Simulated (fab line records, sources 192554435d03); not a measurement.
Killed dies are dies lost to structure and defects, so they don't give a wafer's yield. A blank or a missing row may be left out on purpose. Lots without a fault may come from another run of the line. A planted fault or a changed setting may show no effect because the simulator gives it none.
Chamber matching | flow n5_finfet | N5_FIN_CUT_STRIP_24 on rie_diel-01: 4 sister chambers
The step strips in CF4. 4 wafers are shown with their chamber, then 7 later ones without.

WAFERS WITH THEIR CHAMBER
wafer  | chamber | throttle_valve_pct (%)
L289.3 | 1       | 13.99
L290.6 | 2       | 13.62
L291.1 | 0       | 13.89
L291.2 | 3       | 13.93

WAFERS WITHOUT THEIR CHAMBER
wafer  | throttle_valve_pct (%)
L291.5 | 13.98
L302.3 | 14.04
L302.5 | 13.65
L302.6 | 14.03
L304.2 | 13.98
L304.4 | 13.94
L304.5 | 14.00

WHICH CHAMBER EACH WENT THROUGH
wafer  | from the rows above          | in truth
L291.5 | can't be placed: 1 or 3      | 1
L302.3 | 1                            | 1
L302.5 | 2                            | 2
L302.6 | 1                            | 1
L304.2 | can't be placed: 1 or 3      | 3
L304.4 | can't be placed: 3 or 0 or 1 | 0
L304.5 | 1                            | 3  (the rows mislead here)
Placed correctly: 3 of 7. Can't be placed from these rows: 3 (the true chamber is among the candidates in 3). Placed wrongly: 1.
How it was worked out, from the rows above alone: a wafer's distance from a chamber is the root of the sum, over the readings, of the square of ((its reading less the chamber's mean) divided by the reading's scatter). The wafer belongs to the nearest chamber; if the next one is less than 2 further off, it can't be placed. A chamber's mean is the mean of its shown wafers. The scatter: with one shown wafer a chamber, the root of the mean of the squares of how far each hidden wafer lies from its nearest shown one.
